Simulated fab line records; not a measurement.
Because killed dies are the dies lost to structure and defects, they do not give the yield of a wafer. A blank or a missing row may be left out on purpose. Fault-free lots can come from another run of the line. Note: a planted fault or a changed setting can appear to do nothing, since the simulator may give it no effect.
Chamber matching ; flow n5_finfet ; rie_diel-03 running N5_MOL_CONTACT_COAG_ETCH_105: 4 sister chambers
The step etches SiARC in CF4, target depth 15.6 nm, time 26 s. 14 wafers are shown with their chamber, then 7 later ones without.

WAFERS, EACH WITH ITS CHAMBER
wafer;chamber;showerhead_plenum_p_Torr (Torr);drypump_motor_current_A (A);throttle_valve_pct (%)
L078.1;1;2.17;5.8;15.52
L078.2;3;2.15;5.1;15.64
L078.4;0;2.20;5.3;16.04
L085.2;3;2.15;5.1;15.65
L085.4;1;2.17;5.8;15.55
L085.6;2;2.12;6.3;15.70
L086.1;2;2.12;6.2;15.70
L086.2;3;2.15;5.2;15.67
L086.3;0;2.20;5.3;16.07
L088.1;1;2.16;5.8;15.55
L088.4;3;2.15;5.1;15.67
L088.5;2;2.12;6.3;15.70
L089.1;1;2.16;5.8;15.58
L089.4;3;2.15;5.1;15.68

SIGNATURES, as means of the wafers listed above
reading;chamber 0;chamber 1;chamber 2;chamber 3;scatter within a chamber
showerhead_plenum_p_Torr;2.2000;2.1650;2.1200;2.1500;0.00316
drypump_motor_current_A;5.300;5.800;6.267;5.120;0.0383
throttle_valve_pct;16.0550;15.5500;15.7000;15.6620;0.0182
Rule: distance of a wafer from a chamber = root of the sum over the readings of ((wafer's reading minus chamber's mean) / reading's scatter) squared. If the next closest chamber is less than 2 further off than the closest, the wafer can't be placed; otherwise it belongs to the closest. The scatter: the root of (the sum of the squares of (reading less its chamber's mean) over the shown wafers, divided by (wafers less chambers)).

WAFERS MISSING THEIR CHAMBER
wafer;showerhead_plenum_p_Torr (Torr);drypump_motor_current_A (A);throttle_valve_pct (%)
L089.6;2.16;5.8;15.56
L091.1;2.14;5.1;15.68
L091.2;2.16;5.8;15.57
L091.4;2.14;5.1;15.67
L093.2;2.14;5.1;15.70
L093.4;2.11;6.3;15.72
L093.6;2.16;5.8;15.58

CHAMBER TAKEN BY EACH
wafer;from the rows above;in truth
L089.6;1;1
L091.1;3;3
L091.2;1;1
L091.4;3;3
L093.2;3;3
L093.4;2;2
L093.6;1;1
Correct placement for 7 of the 7. From these rows, 0 cannot be placed. 0 placed wrongly.
